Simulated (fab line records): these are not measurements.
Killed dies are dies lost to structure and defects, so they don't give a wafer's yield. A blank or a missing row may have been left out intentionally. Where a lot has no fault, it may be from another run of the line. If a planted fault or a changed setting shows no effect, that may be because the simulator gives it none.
8D (eight disciplines) problem report, filled in by code + flow n5-finfet + the parts of the form that need people (team, actions taken, sign-off) are left out

1. THE PROBLEM
VIA_MOL_THK at N5_MOL_CONTACT_COAG_THK_MEAS_53 reads a mean of 38.6 nm on 1 wafer of 1 lot; wafers without a fault read 43.8 nm with a standard deviation of 0.6. Relative to the usual mean, that is a shift of -8.7 standard deviations.
Earliest sighting: wafer L731.3 on film-metro-01 at day 7 10:50. At this step, 30 wafers from 10 lots have a number in the record. Rule for "out", or "out of limits": more than 4 standard deviations from the usual mean. The other wafers with a number count as sound.

2. WHAT IT IS, AND WHAT IT ISN'T
| question                    | is               | is not                                                                                                  |
|-----------------------------|------------------|---------------------------------------------------------------------------------------------------------|
| which readings at this step | VIA_MOL_THK      | -                                                                                                       |
| which lots                  | L731             | L723, L725, L736, L738, L741, L742, L743, L744, L746                                                    |
| which wafers of those lots  | L731.3           | L731.2, L731.6                                                                                          |
| read on which gauges        | film-metro-01    | film-metro-02                                                                                           |
| when                        | from day 7 10:50 | up to then (8 sound wafers); but 21 sound wafers of L736, L738, L741, L742, L743, L744, L746 came after |

3. SUSPECTS, AND WHAT RULES EACH OUT
Counting: if a tool at a process step up to the reading ran every lot that is out, it stays a suspect. Sound lots after the first of them don't rule it out here, since some wafers of a struck lot are sound.
- the gauge at N5_MOL_CONTACT_COAG_THK_MEAS_53 is ruled out. All the wafers that are out were read on film-metro-01, but those of them that N5_MOL_CONTACT_COAG_PECVD_31 has rows for are out there too, on other tools.
- pvd-sputter-02 at N5_MOL_CONTACT_COAG_PRE_CLEAN_141 (time 60 s): kept. It processed L731, the lot that is out, at day 6 23:55, and its most recent sound lot before then was L725 at day 5 11:02.
- ald-sin-03 at N5_MOL_CONTACT_COAG_ALD_123 (deposits SiNx, target thk 5 nm, pulse time 1 s, purge time 2 s): kept. It ran the lot that is out, L731 (day 7 06:50).
- pecvd-02 at N5_MOL_CONTACT_COAG_PECVD_31 (deposits SiO2 from TEOS/O2, target thk 46 nm, time 8.9 s): kept. It processed L731, the lot that is out, at day 7 07:20, and its most recent sound lot before then was L723 at day 5 04:25. Its own readings are out on those wafers: susceptor-temp-C.
- ald-sin-03, N5_MOL_CONTACT_COAG_ALD_123: wafers that are out in chamber 3, sound lot-mates in chambers 0, 1.
- Within pecvd-02 at N5_MOL_CONTACT_COAG_PECVD_31, the wafers that are out were processed in chamber 0 and their sound lot-mates in chamber 1.
pvd-sputter-02 at N5_MOL_CONTACT_COAG_PRE_CLEAN_141, ald-sin-03 at N5_MOL_CONTACT_COAG_ALD_123 and pecvd-02 at N5_MOL_CONTACT_COAG_PECVD_31 are what is left after counting.

4. THE CAUSE (what the simulator had put in)
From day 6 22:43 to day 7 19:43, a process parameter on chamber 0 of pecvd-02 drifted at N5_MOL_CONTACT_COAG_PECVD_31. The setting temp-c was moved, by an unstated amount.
Of the 3 suspects that counting leaves, this tool is one.

5. THE CHAIN OF EFFECTS, in route order
Each row: a reading whose mean over the struck wafers that have a number lies more than 3 standard deviations from the usual. Readings are gone through only where the record gives a usual standard deviation; hours: the median, over the lots, of the time from a lot's start at the first step in this table giving one to that lot's start at this step; sigmas: the change measured in usual standard deviations.
| hours | step                            | reading          | usual    | on struck wafers | change | sigmas |
|-------|---------------------------------|------------------|----------|------------------|--------|--------|
| 0     | N5_MOL_CONTACT_COAG_PECVD_31    | susceptor-temp-C | 400.04 C | 418.45           | +18.41 | +88    |
| 4     | N5_MOL_CONTACT_COAG_THK_MEAS_53 | VIA_MOL_THK      | 43.8 nm  | 38.6             | -5.2   | -8.7   |
Process steps it contains:
- N5_MOL_CONTACT_COAG_PECVD_31: deposits SiO2 from TEOS/O2, target thk 46 nm, time 8.9 s.
Later measuring or inspecting steps at which every struck wafer that the step has a row for has a number for every such reading, and none has moved that far: N5_BEOL_M4_RC_MEAS_101.

6. WHAT WOULD HAVE CAUGHT IT SOONER
12 hours passed between the start of the fault at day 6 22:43 and the first reading out of limits at a measuring or inspecting step in this record, taken at day 7 10:50.
At N5_MOL_CONTACT_COAG_PECVD_31, the tool's own readings (susceptor-temp-C) were out on each struck wafer the step has a row for, so an alarm limit on them would have fired on the first such wafer.
Each of the lots that are out, 1 in all, had begun N5_MOL_CONTACT_COAG_PECVD_31 on pecvd-02 no later than day 7 10:50. None of them would have been spared by holding the tool at that moment.
